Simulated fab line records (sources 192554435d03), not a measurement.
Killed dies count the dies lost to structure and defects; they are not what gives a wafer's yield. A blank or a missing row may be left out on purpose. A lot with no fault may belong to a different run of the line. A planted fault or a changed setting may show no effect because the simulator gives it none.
Split-lot study + flow n5-finfet + on a route of 1938 steps: 7 lots, 21 wafers read

## SPLIT DETAILS
At N5_BEOL_M7_ETCH_61 (etches SiARC in CF4, target depth 45.5 nm, time 75.8 s), the setting source-w was moved away from the recipe's 545 W on 7 of the 21 wafers read, by -10.4% to +17.8%. All remaining wafers had this setting at the recipe value.

The reading is taken at the split's own step.

## THE READING
rf-vpp-V, in V, at N5_BEOL_M7_ETCH_61 (etches SiARC in CF4, target depth 45.5 nm, time 75.8 s). On this fab line, fault-free wafers typically give 184.0 V with a standard deviation of 1.2 V.

| wafer  | tool, chamber at the split | source-w as run, W | against the recipe | rf-vpp-V, V | against lot-mates on the recipe |
|--------|----------------------------|--------------------|--------------------|-------------|---------------------------------|
| L074.1 | rie-diel-05, 0             | 545                | recipe             | 185.0       | -                               |
| L074.3 | rie-diel-05, 1             | 641.9              | +17.8%             | 174.2       | -11.0                           |
| L074.5 | rie-diel-05, 2             | 545                | recipe             | 185.3       | -                               |
| L076.1 | rie-diel-02, 3             | 488.1              | -10.4%             | 192.2       | +7.7                            |
| L076.4 | rie-diel-02, 2             | 488.1              | -10.4%             | 190.0       | +5.5                            |
| L076.5 | rie-diel-02, 3             | 545                | recipe             | 184.5       | -                               |
| L077.1 | rie-diel-02, 2             | 500.2              | -8.2%              | 188.6       | +4.3                            |
| L077.4 | rie-diel-02, 0             | 500.2              | -8.2%              | 189.6       | +5.3                            |
| L077.5 | rie-diel-02, 0             | 545                | recipe             | 184.3       | -                               |
| L080.1 | rie-diel-05, 2             | 545                | recipe             | 183.7       | -                               |
| L080.2 | rie-diel-05, 0             | 545                | recipe             | 182.8       | -                               |
| L080.6 | rie-diel-05, 0             | 545                | recipe             | 183.4       | -                               |
| L082.1 | rie-diel-02, 1             | 545                | recipe             | 185.8       | -                               |
| L082.4 | rie-diel-02, 0             | 545                | recipe             | 183.8       | -                               |
| L082.6 | rie-diel-02, 1             | 545                | recipe             | 184.7       | -                               |
| L083.4 | rie-diel-05, 3             | 545                | recipe             | 183.0       | -                               |
| L083.5 | rie-diel-05, 0             | 545                | recipe             | 184.6       | -                               |
| L083.6 | rie-diel-05, 1             | 545                | recipe             | 185.4       | -                               |
| L086.3 | rie-diel-06, 0             | 571.3              | +4.8%              | 180.0       | -1.3                            |
| L086.4 | rie-diel-06, 1             | 571.3              | +4.8%              | 180.1       | -1.2                            |
| L086.5 | rie-diel-06, 0             | 545                | recipe             | 181.3       | -                               |

FIT RESULTS
A straight line over all 21 wafers: rf-vpp-V changes by -0.619 V for each +1% of source-w; r = -0.96; the points scatter about the line by 1.2 V.
The same after taking each lot's own level away (the mean of its wafers on the recipe; 21 wafers): -0.589 V for each +1%; r = -0.97; scatter 0.84 V.
That fit puts the effect of the largest move of source-w on the reading at 10 V.
From 181.30 to 185.15 V: that is the span of the lots' own levels, equal to 3.2 times the standard deviation above.
Hence the lot-to-lot level has little effect on the slope; both slopes agree.
Check: -9.63 V against its lot-mates is what the line predicts for one of the wafers moved furthest among these (+17.8%) when that wafer is left out of the fit. It came out at -11 V against them.
Tool readings at the split's step, against how far the setting was moved: rf-vpp-V r = -0.96.

## THE OTHER SPLITS THESE WAFERS WENT THROUGH
These wafers also went through other splits before the reading. Each is held against what the fit with the lots' levels taken away leaves over:
| other split on the same wafers | wafers away from the commonest value | r with rf-vpp-V (lot level and that fit taken away) |
|--------------------------------|--------------------------------------|-----------------------------------------------------|
| N5_BEOL_M6_COAT_59 spin-rpm    | 7                                    | +0.08                                               |

## THE FILE'S OWN FIT
rf-vpp-V changes by -0.601 V for each +1% of source-w, r = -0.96.
